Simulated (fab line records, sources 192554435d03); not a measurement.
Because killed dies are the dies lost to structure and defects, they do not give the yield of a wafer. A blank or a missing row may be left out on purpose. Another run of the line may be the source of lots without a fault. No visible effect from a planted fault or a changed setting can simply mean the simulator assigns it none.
fab line records	flow n5_finfet
[record] lots = 7	wafers = 21
route steps=1938 shown BEOL_M9@1408 BEOL_M10@1512 BEOL_M11@1536 BEOL_M12@1637
start_h: start of the lot's first displayed wafer, in hours after the record's first day	wait_h: how many hours have passed since the lot's step before this one	" as in the row above	L1.1+2: one row covering several wafers at once	- no value, or no start was given	* or withheld: withheld	< > ~ a bound
route shown NAME@n: a module of which the file shows steps, and the number in the route of the first	usual: mean/standard deviation taken from wafers without a fault	same: alike in all rows	chamber/n: place in a boat	sites: the reading at each site	_std_site: how widely they spread, as a standard deviation	_edge_site: inner sites' mean taken away from outer sites' mean	radius_mm: how far each site lies from the wafer's centre	mask NAME#n: copy n	behind: tool/chamber where the wafer was last shaped	hold: why the lot went on hold/how many hours it stayed there/how the hold came to an end	device: which transistor (n, p or np) failed to switch	end of line: the same wafers' tests at the end of the route	step lacking rows: just its recipe	killed: not the wafer's yield, but the dies lost to structure and defects at the first sort	map: a wafer's dies, marking killed ones x, the rest . and places with no die _
set.NAME: setting as actually run; set.NAME@STEP: the setting as run at that earlier step	model.NAME: the simulator's own value behind a step, which no gauge read
lots where settings were altered on purpose, with a table for each step and a row for each wafer
[[steps]]
[step N5_BEOL_M9_COAT_05]
[recipe] resist = CAR-ArF	spin_rpm = 1500	resist_thk_nm = 90
lot.wafer	tool	chamber	start_h	wait_h	set.spin_rpm	model.CAR-ArF_of_BEOL_M9_COAT_05.thk_nm
L074.1	litho_track-04	0	-	-	1500	89.6
L074.5	"	0	"	"	1500	90
L074.6	"	0	"	"	1500	89.8
L076.4	litho_track-01	0	-	-	1573	87.6
L076.5	"	0	"	"	1573	87.8
L076.6	"	0	"	"	1500	89.8
L081.3	litho_track-01	0	-	-	1500	89.6
L081.5	"	0	"	"	1562	87.8
L081.6	"	0	"	"	1562	88
L086.1+6	litho_track-02	0	-	-	1500	90
L086.3	"	0	"	"	1554	88.4
L089.1+4	litho_track-02	0	-	-	1500	90.4
L089.2	"	0	"	"	1500	90.6
L090.1+3	litho_track-02	0	-	-	1500	90
L090.5	"	0	"	"	1500	89.8
L091.2+5	litho_track-02	0	-	-	1500	90.2
L091.4	"	0	"	"	1500	90.4
[step N5_BEOL_M9_EBR_07]
[recipe] solvent = PGMEA	ebr_width_mm = 1.5
[step N5_BEOL_M9_SOFTBAKE_06]
[recipe] temp_c = 110	time_s = 60	resist = CAR-ArF
[step N5_BEOL_M9_DESCUM_16]
[recipe] chemistry = O2	time_s = 7.9	source_power_w = 50	bias_power_w = 20	pressure_mtorr = 20	rf_frequency_hz = 2.712e+07	temp_c = 40	resist = CAR-ArF	o2_flow_sccm = 225
[step N5_BEOL_M9_ETCH_61]
[recipe] chemistry = CF4	target = SiARC	target_depth_a = 390	mask_material = CAR-ArF	time_s = 65	ion_energy_ev = 80	pressure_mtorr = 40	source_w = 545	bias_w = 36	Ar_flow_sccm = 100	cf4_flow_sccm = 100	ends = cleared
lot.wafer	tool	chamber	start_h	wait_h	set.spin_rpm@BEOL_M9_COAT_05	model.CAR-ArF_of_BEOL_M9_COAT_05.thk_nm
L074.1+6	rie_diel-05	2,1	188.28	0.0	1500	55.2
L074.5	"	2	"	"	1500	55.4
L076.4	rie_diel-05	1	236.80	0.0	1573	53.2
L076.5	"	3	"	"	1573	53.4
L076.6	"	0	"	"	1500	55.2
L081.3	rie_diel-05	3	270.39	0.0	1500	55.4
L081.5	"	3	"	"	1562	53.4
L081.6	"	0	"	"	1562	53.6
L086.1	rie_diel-02	2	285.91	0.0	1500	55.6
L086.3	"	3	"	"	1554	54
L086.6	"	3	"	"	1500	55.4
L089.1+2+4	rie_diel-06	2,3,1	294.49	0.0	1500	55.8
L090.1+3	rie_diel-02	1,2	312.81	0.0	1500	55.4
L090.5	"	1	"	"	1500	55.2
L091.2	rie_diel-06	3	322.60	0.0	1500	55.6
L091.4+5	"	2,1	"	"	1500	55.8
[step N5_BEOL_M9_CMP_52]
[recipe] stop_on = SiCOH_lowk	t_overpolish_s = 7	down_force_psi = 1	platen_rpm = 50	clearing_platen_down_force_psi = 1.5	clearing_platen_rpm = 50	post_cmp_clean = cu_alkaline	target_thk_nm = 140	clearing_platen_pad_velocity_m_s = 0.99484	pad_velocity_m_s = 0.99484
[usual] barrier_field_endpoint_s = 28.8/0.69
lot.wafer	tool	chamber	start_h	wait_h	set.down_force_psi	barrier_field_endpoint_s
L074.1	cmp-04	3	192.41	0.4	1	28.7
L074.6	"	0	"	"	1.102	25.4
L074.5	"	1	"	"	1	27.7
L076.4	cmp-04	1	242.02	0.2	1	29.1
L076.5	"	0	"	"	0.8597	33.6
L076.6	"	1	"	"	0.8597	34.7
L081.3	cmp-02	0	274.63	0.2	1	28.4
L081.5	"	0	"	"	1	29.6
L081.6	"	1	"	"	1	28.8
L086.1	cmp-03	1	290.30	0.3	1	27.4
L086.3	"	2	"	"	1	27.4
L086.6	"	0	"	"	1	28.0
L089.2	cmp-04	3	303.69	0.2	1	28.1
L089.4	"	0	"	"	1	29.0
L089.1	"	2	"	"	1	28.3
L090.3	cmp-03	1	319.37	0.2	1	28.5
L090.1	"	2	"	"	1.158	24.6
L090.5	"	3	"	"	1.158	25.4
L091.2	cmp-03	3	327.87	0.2	1	28.0
L091.4	"	1	"	"	1.163	23.9
L091.5	"	0	"	"	1	29.6
[step N5_BEOL_M10_TRENCH_ETCH_37]
[recipe] chemistry = C4F6/O2	target_depth_a = 1488.3	target = SiCOH_lowk	time_s = 48	ion_energy_ev = 250	pressure_mtorr = 30	source_w = 345	bias_w = 185	Ar_flow_sccm = 300	C4F6_flow_sccm = 10	O2_flow_sccm = 10
[usual] rf_vpp_V = 665/7.7
lot.wafer	tool	chamber	start_h	wait_h	set.source_w	rf_vpp_V	model.etch.depth_nm	model.BEOL_M10.feature_depth_nm
L074.1	rie_diel-01	1	-	-	324.7	687	145.3	145.2
L074.5	"	3	"	"	345	662	149.2	149.2
L074.6	"	0	"	"	345	681	149.2	149.2
L076.4	rie_diel-01	1	-	-	345	664	148	148
L076.5	"	1	"	"	322.7	687	144.3	144.4
L076.6	"	2	"	"	322.7	692	142.8	142.8
L081.3	rie_diel-04	0	-	-	374.2	641	152.5	152.6
L081.5	"	2	"	"	374.2	626	153.3	153.2
L081.6	"	3	"	"	345	655	149.1	149
L086.1	rie_diel-04	3	-	-	298.4	705	140.5	140.6
L086.3	"	2	"	"	298.4	702	138.4	138.4
L086.6	"	0	"	"	345	670	146.7	146.6
L089.1	rie_diel-01	3	-	-	345	662	147.8	147.8
L089.2	"	0	"	"	345	680	147	147
L089.4	"	2	"	"	345	669	145	145
L090.1	rie_diel-03	0	-	-	401.5	608	159.4	159.4
L090.3	"	1	"	"	345	667	149.3	149.2
L090.5	"	3	"	"	345	674	152.6	152.6
L091.2	rie_diel-04	2	-	-	345	653	148.7	148.6
L091.4	"	3	"	"	345	655	150.3	150.4
L091.5	"	3	"	"	345	655	149.9	150
[step N5_BEOL_M10_ETCH_41]
[recipe] chemistry = CH3F/O2	target = SiCN	target_depth_a = 426	taper_deg = 2	time_s = 86	ion_energy_ev = 120	mask_material = TiN	pressure_mtorr = 30	source_w = 395	bias_w = 75	Ar_flow_sccm = 150	CH3F_flow_sccm = 30	O2_flow_sccm = 20
[step N5_BEOL_M10_STRIP_77]
[recipe] chemistry = N2/H2	time_s = 10	power_w = 450	temp_c = 40	pressure_mtorr = 20	rf_frequency_hz = 6e+07	bias_power_w = 7	n2_flow_sccm = 200	h2_flow_sccm = 200
[step N5_BEOL_M10_OCD_MEAS_38]
[usual] trench_depth_nm = 148.2/2.3
lot.wafer	tool	chamber	start_h	wait_h	set.source_w@BEOL_M10_TRENCH_ETCH_37	trench_depth_nm
L074.1	ocd-01	-	196.75	-	324.7	145.8
L074.5	"	-	"	"	345	149.1
L074.6	"	-	"	"	345	149.0
L076.4	ocd-01	-	250.07	-	345	148.1
L076.5	"	-	"	"	322.7	144.3
L076.6	"	-	"	"	322.7	142.4
L081.3	ocd-01	-	280.18	-	374.2	152.3
L081.5	"	-	"	"	374.2	152.9
L081.6	"	-	"	"	345	149.0
L086.1	ocd-02	-	298.46	-	298.4	140.0
L086.3	"	-	"	"	298.4	138.7
L086.6	"	-	"	"	345	146.6
L089.1	ocd-01	-	309.87	-	345	148.0
L089.2	"	-	"	"	345	147.1
L089.4	"	-	"	"	345	144.7
L090.1	ocd-01	-	325.60	-	401.5	159.9
L090.3	"	-	"	"	345	148.9
L090.5	"	-	"	"	345	152.2
L091.2	ocd-01	-	334.78	-	345	149.0
L091.4	"	-	"	"	345	150.0
L091.5	"	-	"	"	345	149.2
[step N5_BEOL_M10_HM_STRIP_39]
[recipe] chemistry = peroxide_tin_strip	material = TiN	target_depth_a = 250	temp_c = 50	time_s = 158
[step N5_BEOL_M10_SRD_40]
[recipe] time_s = 30	temp_c = 23	rinse_liquid = diw	dry = ipa_marangoni
[step N5_BEOL_M10_ECD_50]
[recipe] material = Cu	target_thk_a = 3180
[step N5_BEOL_M10_ANNEAL_51]
[recipe] temp_c = 225	time_s = 90	ambient = N2
[step N5_BEOL_M10_CMP_52]
[recipe] stop_on = SiCOH_lowk	t_overpolish_s = 7	down_force_psi = 1	platen_rpm = 50	clearing_platen_down_force_psi = 1.5	clearing_platen_rpm = 50	post_cmp_clean = cu_alkaline	target_thk_nm = 140	clearing_platen_pad_velocity_m_s = 0.99484	pad_velocity_m_s = 0.99484
lot.wafer	tool	chamber	start_h	wait_h	set.source_w@BEOL_M10_TRENCH_ETCH_37	model.Cu_of_BEOL_M10_ECD_50.thk_nm
L074.1	cmp-01	2	200.66	0.3	324.7	136.6
L074.6	"	2	"	"	345	141.6
L074.5	"	3	"	"	345	140.8
L076.4	cmp-02	2	253.16	0.1	345	139.6
L076.6	"	2	"	"	322.7	135
L076.5	"	3	"	"	322.7	135.4
L081.3	cmp-01	0	283.01	0.2	374.2	143.4
L081.6	"	0	"	"	345	140.2
L081.5	"	1	"	"	374.2	144.2
L086.1	cmp-02	3	300.37	0.3	298.4	130.4
L086.3	"	1	"	"	298.4	129.2
L086.6	"	2	"	"	345	138.8
L089.4	cmp-02	1	312.61	0.1	345	136
L089.2+1	"	3,0	"	"	345	137.4
L090.1	cmp-02	3	328.20	0.3	401.5	149.8
L090.3	"	0	"	"	345	139.6
L090.5	"	3	"	"	345	144.2
L091.2	cmp-04	1	336.72	0.2	345	142.8
L091.4	"	2	"	"	345	142.4
L091.5	"	1	"	"	345	141.4
[step N5_BEOL_M10_THK_MEAS_53]
[recipe] thk_meas_gauge = xrf	reads = Cu_of_BEOL_M10_ECD_50
[usual] M10_THK = 142.8/2.7
lot.wafer	tool	chamber	start_h	wait_h	set.source_w@BEOL_M10_TRENCH_ETCH_37	M10_THK[nm]
L074.1	film_metro-01	-	200.96	-	324.7	137.7
L074.5	"	-	"	"	345	141.7
L074.6	"	-	"	"	345	142.8
L076.4	film_metro-01	-	253.45	-	345	144.4
L076.5	"	-	"	"	322.7	139.5
L076.6	"	-	"	"	322.7	138.4
L081.3	film_metro-01	-	283.30	-	374.2	145.4
L081.5	"	-	"	"	374.2	147.2
L081.6	"	-	"	"	345	143.3
L086.1	film_metro-01	-	300.63	-	298.4	132.2
L086.3	"	-	"	"	298.4	130.9
L086.6	"	-	"	"	345	140.7
L089.1	film_metro-02	-	312.90	-	345	141.7
L089.2	"	-	"	"	345	141.4
L089.4	"	-	"	"	345	140.0
L090.1	film_metro-01	-	328.46	-	401.5	153.1
L090.3	"	-	"	"	345	143.6
L090.5	"	-	"	"	345	147.6
L091.2	film_metro-01	-	337.01	-	345	144.2
L091.4	"	-	"	"	345	143.9
L091.5	"	-	"	"	345	143.1
[step N5_BEOL_M10_PRE_CLEAN_55]
[recipe] gas = NH3	time_s = 15	temp_c = withheld	rf_power_w = 300
[step N5_BEOL_M10_DEP_56]
[recipe] material = SiCN	target_thk_a = 150	temp_c = withheld	precursor = 3MS/NH3	pressure_torr = 3	rf_w = 202	time_s = 26.5
[step N5_BEOL_M10_RS_MEAS_57]
[recipe] thk_meas_gauge = four-point-probe	reads = Cu_of_BEOL_M10_ECD_50+Co_of_BEOL_M10_CVD_75+TaN_of_BEOL_M10_ALD_74
[usual] M10_RS = 0.1512/0.003
lot.wafer	tool	chamber	start_h	wait_h	set.source_w@BEOL_M10_TRENCH_ETCH_37	M10_RS[ohm/sq]
L074.1	film_metro-02	-	201.09	0.1	324.7	0.1545
L074.5	"	-	"	"	345	0.1500
L074.6	"	-	"	"	345	0.1489
L076.4	film_metro-01	-	253.59	0.0	345	0.1512
L076.5	"	-	"	"	322.7	0.1563
L076.6	"	-	"	"	322.7	0.1568
L081.3	film_metro-01	-	283.44	0.1	374.2	0.1468
L081.5	"	-	"	"	374.2	0.1458
L081.6	"	-	"	"	345	0.1508
L086.1	film_metro-02	-	300.76	0.1	298.4	0.1630
L086.3	"	-	"	"	298.4	0.1647
L086.6	"	-	"	"	345	0.1517
L089.1	film_metro-01	-	313.04	0.1	345	0.1541
L089.2	"	-	"	"	345	0.1538
L089.4	"	-	"	"	345	0.1557
L090.1	film_metro-02	-	328.59	0.1	401.5	0.1400
L090.3	"	-	"	"	345	0.1509
L090.5	"	-	"	"	345	0.1460
L091.2	film_metro-01	-	337.15	0.1	345	0.1474
L091.4	"	-	"	"	345	0.1478
L091.5	"	-	"	"	345	0.1485
[step N5_BEOL_M11_ILD_DEP_00]
[recipe] material = SiCOH_lowk	target_thk_a = 3085.1	temp_c = 300	precursor = DEMS/porogen	pressure_torr = 5	rf_w = 500	time_s = 58
lot.wafer	tool	chamber	start_h	wait_h	set.time_s	model.SiCOH_lowk_of_BEOL_M11_ILD_DEP_00.thk_nm
L074.1	pecvd-04	2	201.16	0.0	58	308.4
L074.5	"	0	"	"	58	314.4
L074.6	"	2	"	"	58	310.6
L076.4	pecvd-02	1	253.68	0.1	58	309.4
L076.5	"	2	"	"	51.27	274
L076.6	"	0	"	"	58	309.6
L081.3	pecvd-04	1	283.50	0.0	58	306
L081.5	"	1	"	"	50.25	267.2
L081.6	"	2	"	"	50.25	269.6
L086.1	pecvd-02	2	300.83	0.0	58	303.6
L086.3	"	0	"	"	54.6	289.2
L086.6	"	1	"	"	54.6	293.8
L089.1	pecvd-02	0	313.10	0.0	58	304.2
L089.2	"	1	"	"	58	307.2
L089.4	"	1	"	"	58	309.2
L090.1	pecvd-02	0	328.66	0.0	58	307
L090.3	"	1	"	"	58	313.6
L090.5	"	1	"	"	54.18	289.8
L091.2	pecvd-02	0	337.21	0.0	58	302
L091.4	"	2	"	"	62.12	331.6
L091.5	"	0	"	"	62.12	329.8
[step N5_BEOL_M11_CURE_71]
[recipe] temp_c = 385	time_s = 240	ambient = He/Ar	material = SiCOH_lowk
lot.wafer	tool	chamber	start_h	wait_h	set.time_s@BEOL_M11_ILD_DEP_00	model.SiCOH_lowk_of_BEOL_M11_ILD_DEP_00.thk_nm
L074.1	uv_cure-03	0	201.23	0.0	58	268
L074.5	"	0	"	"	58	273.2
L074.6	"	0	"	"	58	269.8
L076.4+6	uv_cure-02	1	253.97	0.3	58	268.8
L076.5	"	1	"	"	51.27	237.6
L081.3	uv_cure-01	2	283.90	0.4	58	265.8
L081.5	"	2	"	"	50.25	231.6
L081.6	"	2	"	"	50.25	233.8
L086.1	uv_cure-02	2	300.90	0.0	58	263.6
L086.3	"	2	"	"	54.6	251
L086.6	"	2	"	"	54.6	255
L089.1	uv_cure-02	2	313.31	0.2	58	264.2
L089.2	"	2	"	"	58	266.8
L089.4	"	2	"	"	58	268.6
L090.1	uv_cure-03	0	330.41	1.7	58	266.6
L090.3	"	0	"	"	58	272.6
L090.5	"	0	"	"	54.18	251.4
L091.2	uv_cure-02	0	337.69	0.5	58	262.2
L091.4	"	0	"	"	62.12	288.4
L091.5	"	0	"	"	62.12	287
[step N5_BEOL_M11_THK_MEAS_01]
[recipe] reads = SiCOH_lowk_of_BEOL_M11_ILD_DEP_00
[usual] M11_ILD_THK = 268/3.4
lot.wafer	tool	chamber	start_h	wait_h	set.time_s@BEOL_M11_ILD_DEP_00	M11_ILD_THK[nm]
L074.1	film_metro-01	-	201.75	0.4	58	268
L074.5	"	-	"	"	58	273
L074.6	"	-	"	"	58	270
L076.4	film_metro-02	-	254.24	0.2	58	269
L076.5	"	-	"	"	51.27	238
L076.6	"	-	"	"	58	269
L081.3	film_metro-01	-	284.58	0.5	58	266
L081.5	"	-	"	"	50.25	231
L081.6	"	-	"	"	50.25	234
L086.1	film_metro-01	-	301.42	0.4	58	264
L086.3	"	-	"	"	54.6	251
L086.6	"	-	"	"	54.6	255
L089.1	film_metro-01	-	313.82	0.4	58	264
L089.2	"	-	"	"	58	267
L089.4	"	-	"	"	58	269
L090.1	film_metro-02	-	330.92	0.4	58	267
L090.3	"	-	"	"	58	272
L090.5	"	-	"	"	54.18	251
L091.2	film_metro-02	-	338.13	0.4	58	262
L091.4	"	-	"	"	62.12	289
L091.5	"	-	"	"	62.12	287
[step N5_BEOL_M11_COAT_59]
[recipe] resist = SOC	temp_c = 250	time_s = 60	spin_rpm = 1500	resist_thk_nm = 100
lot.wafer	tool	chamber	start_h	wait_h	set.spin_rpm	model.SOC_of_BEOL_M11_COAT_59.thk_nm
L074.1+5	litho_track-01	0	203.40	0.1	1500	99.6
L074.6	"	0	"	"	1372	104
L076.4+5+6	litho_track-01	0	255.67	0.1	1500	99.6
L081.3	litho_track-05	0	285.74	0.1	1500	99.8
L081.5	"	0	"	"	1500	99.6
L081.6	"	0	"	"	1500	100
L086.1	litho_track-01	0	302.21	0.1	1611	96.2
L086.3	"	0	"	"	1500	99.6
L086.6	"	0	"	"	1611	96.4
L089.1+2+4	litho_track-01	0	315.67	0.1	1500	100
L090.1+5	litho_track-02	0	331.42	0.1	1500	100.2
L090.3	"	0	"	"	1500	100
L091.2	litho_track-02	0	338.52	0.1	1547	99
L091.4	"	0	"	"	1500	100.2
L091.5	"	0	"	"	1500	100
[step N5_BEOL_M11_COAT_60]
[recipe] resist = SiARC	temp_c = 220	time_s = 60	spin_rpm = 1500	resist_thk_nm = 30
[step N5_BEOL_M11_COAT_05]
[recipe] resist = CAR-ArF	spin_rpm = 1500	resist_thk_nm = 90
[step N5_BEOL_M11_DESCUM_16]
[recipe] chemistry = O2	time_s = 7.9	source_power_w = 50	bias_power_w = 20	pressure_mtorr = 20	rf_frequency_hz = 2.712e+07	temp_c = 40	resist = CAR-ArF	o2_flow_sccm = 225
[step N5_BEOL_M11_ETCH_61]
[recipe] chemistry = CF4	target = SiARC	target_depth_a = 390	mask_material = CAR-ArF	time_s = 65	ion_energy_ev = 80	pressure_mtorr = 40	source_w = 545	bias_w = 36	Ar_flow_sccm = 100	cf4_flow_sccm = 100	ends = cleared
[step N5_BEOL_M11_ETCH_62]
[recipe] chemistry = N2/H2	target = SOC	target_depth_a = 1100	overetch_a = 220	mask_material = SiARC	temp_c = 40	time_s = 165	ion_energy_ev = 200	pressure_mtorr = 30	source_w = 840	bias_w = 150	n2_flow_sccm = 200	h2_flow_sccm = 200
lot.wafer	tool	chamber	start_h	wait_h	set.spin_rpm@BEOL_M11_COAT_59	model.etch.depth_nm
L074.1	rie_diel-05	3	204.03	0.0	1500	99.61
L074.5	"	0	"	"	1500	99.64
L074.6	"	1	"	"	1372	104
L076.4	rie_diel-05	1	256.21	0.0	1500	99.63
L076.5	"	3	"	"	1500	99.58
L076.6	"	0	"	"	1500	99.52
L081.3	rie_diel-06	1	286.33	0.0	1500	99.88
L081.5	"	3	"	"	1500	99.69
L081.6	"	2	"	"	1500	99.97
L086.1	rie_diel-05	0	302.63	0.0	1611	96.19
L086.3	"	1	"	"	1500	99.69
L086.6	"	2	"	"	1611	96.36
L089.1	rie_diel-06	2	317.68	0.0	1500	99.98
L089.2+4	"	0,3	"	"	1500	100
L090.1+3	rie_diel-06	2,3	331.97	0.0	1500	100.1
L090.5	"	2	"	"	1500	100.2
L091.2	rie_diel-02	2	339.16	0.0	1547	99.05
L091.4	"	3	"	"	1500	100.2
L091.5	"	1	"	"	1500	100.1
[step N5_BEOL_M11_STRIP_68]
[recipe] chemistry = N2/H2	temp_c = 40	n2_flow_sccm = 200	h2_flow_sccm = 200	rf_frequency_hz = 6e+07
[step N5_BEOL_M11_STRIP_67]
[recipe] chemistry = CF4	resist = SiARC	power_w = 300	bias_power_w = 75	pressure_mtorr = 50	cf4_flow_sccm = 150	rf_frequency_hz = 6e+07
[step N5_BEOL_M11_HM_OPEN_17]
[recipe] chemistry = Cl2/BCl3	target_depth_a = 200	overetch_a = 60	target = TiN	mask_material = SOC	ion_energy_ev = 150	pressure_mtorr = 10	icp_w = 1000	bias_w = 126	Cl2_flow_sccm = 53.25	bcl3_flow_sccm = 21.75	Ar_flow_sccm = 25
lot.wafer	tool	chamber	start_h	wait_h	set.spin_rpm@BEOL_M11_COAT_59	model.SOC_of_BEOL_M11_COAT_59.thk_nm
L074.1+5	rie_metal-02	1	204.22	0.0	1500	91.6
L074.6	"	0	"	"	1372	96.2
L076.4+5	rie_metal-02	0	256.43	0.1	1500	91.8
L076.6	"	1	"	"	1500	91.4
L081.3	rie_metal-02	0	286.54	0.1	1500	92
L081.5	"	1	"	"	1500	91.6
L081.6	"	0	"	"	1500	92.2
L086.1	rie_metal-02	0	302.82	0.0	1611	88.4
L086.3	"	0	"	"	1500	92
L086.6	"	0	"	"	1611	88.6
L089.1+4	rie_metal-02	1	317.86	0.0	1500	92
L089.2	"	0	"	"	1500	92.2
L090.1+5	rie_metal-01	0,1	332.15	0.0	1500	92
L090.3	"	1	"	"	1500	91.8
L091.2	rie_metal-03	1	339.35	0.0	1547	91
L091.4+5	"	1,0	"	"	1500	92.2
[step N5_BEOL_M12_ETCH_68]
[recipe] chemistry = N2/H2	target = SOC	mask_material = SiARC	source_w = 3000	bias_w = 350	temp_c = 40	time_s = 285	ion_energy_ev = 200	pressure_mtorr = 30	n2_flow_sccm = 200	h2_flow_sccm = 200
lot.wafer	tool	chamber	start_h	wait_h	set.time_s	model.SiARC_of_BEOL_M12_COAT_66.thk_nm
L074.1	rie_diel-04	1	211.26	0.1	285	85.4
L074.5	"	1	"	"	285	85.6
L074.6	"	0	"	"	285	86
L076.4+5	rie_diel-04	0	263.33	0.1	285	86
L076.6	"	3	"	"	285	85.8
L081.3	rie_diel-03	3	293.59	0.1	285	85.2
L081.5	"	1	"	"	285	86
L081.6	"	2	"	"	285	86.4
L086.1	rie_diel-04	1	310.51	0.1	348.1	81.2
L086.3+6	"	2,0	"	"	348.1	81
L089.1	rie_diel-03	0	325.79	0.1	285	85.2
L089.2	"	2	"	"	285	86.2
L089.4	"	1	"	"	285	85.4
L090.1	rie_diel-04	0	339.31	0.1	285	86.2
L090.3	"	2	"	"	307.8	83.6
L090.5	"	0	"	"	307.8	84.4
L091.2	rie_diel-01	0	348.02	0.1	337.9	81.2
L091.4	"	3	"	"	285	86.2
L091.5	"	2	"	"	337.9	82.6
[[key]]
[split] step = N5_BEOL_M9_COAT_05	setting = spin_rpm	stated = 1500	by = wafer
[response] step = N5_BEOL_M9_COAT_05	reading = model.CAR-ArF_of_BEOL_M9_COAT_05.thk_nm	change = -0.428	per = 1%	r = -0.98
[response] step = N5_BEOL_M9_ETCH_61	reading = model.CAR-ArF_of_BEOL_M9_COAT_05.thk_nm	change = -0.419	per = 1%	r = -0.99
[split] step = N5_BEOL_M9_CMP_52	setting = down_force_psi	stated = 1	by = wafer
[response] step = N5_BEOL_M9_CMP_52	reading = barrier_field_endpoint_s	change = -0.287	per = 1%	r = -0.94
[split] step = N5_BEOL_M10_TRENCH_ETCH_37	setting = source_w	stated = 345	by = wafer
[response] step = N5_BEOL_M10_TRENCH_ETCH_37	reading = rf_vpp_V	change = -3.21	per = 1%	r = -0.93
[response] step = N5_BEOL_M10_TRENCH_ETCH_37	reading = model.etch.depth_nm	change = +0.535	per = 1%	r = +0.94
[response] step = N5_BEOL_M10_TRENCH_ETCH_37	reading = model.BEOL_M10.feature_depth_nm	change = +0.535	per = 1%	r = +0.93
[response] step = N5_BEOL_M10_OCD_MEAS_38	reading = trench_depth_nm	change = +0.557	per = 1%	r = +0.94
[response] step = N5_BEOL_M10_CMP_52	reading = model.Cu_of_BEOL_M10_ECD_50.thk_nm	change = +0.563	per = 1%	r = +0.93
[response] step = N5_BEOL_M10_THK_MEAS_53	reading = M10_THK	change = +0.558	per = 1%	r = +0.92
[response] step = N5_BEOL_M10_RS_MEAS_57	reading = M10_RS	change = -0.000678	per = 1%	r = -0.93
[split] step = N5_BEOL_M11_ILD_DEP_00	setting = time_s	stated = 58	by = wafer
[response] step = N5_BEOL_M11_ILD_DEP_00	reading = model.SiCOH_lowk_of_BEOL_M11_ILD_DEP_00.thk_nm	change = +3	per = 1%	r = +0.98
[response] step = N5_BEOL_M11_CURE_71	reading = model.SiCOH_lowk_of_BEOL_M11_ILD_DEP_00.thk_nm	change = +2.64	per = 1%	r = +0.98
[response] step = N5_BEOL_M11_THK_MEAS_01	reading = M11_ILD_THK	change = +2.65	per = 1%	r = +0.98
[split] step = N5_BEOL_M11_COAT_59	setting = spin_rpm	stated = 1500	by = wafer
[response] step = N5_BEOL_M11_COAT_59	reading = model.SOC_of_BEOL_M11_COAT_59.thk_nm	change = -0.476	per = 1%	r = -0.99
[response] step = N5_BEOL_M11_ETCH_62	reading = model.etch.depth_nm	change = -0.482	per = 1%	r = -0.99
[response] step = N5_BEOL_M11_HM_OPEN_17	reading = model.SOC_of_BEOL_M11_COAT_59.thk_nm	change = -0.502	per = 1%	r = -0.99
[split] step = N5_BEOL_M12_ETCH_68	setting = time_s	stated = 285	by = wafer
[response] step = N5_BEOL_M12_ETCH_68	reading = model.SiARC_of_BEOL_M12_COAT_66.thk_nm	change = -0.238	per = 1%	r = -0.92
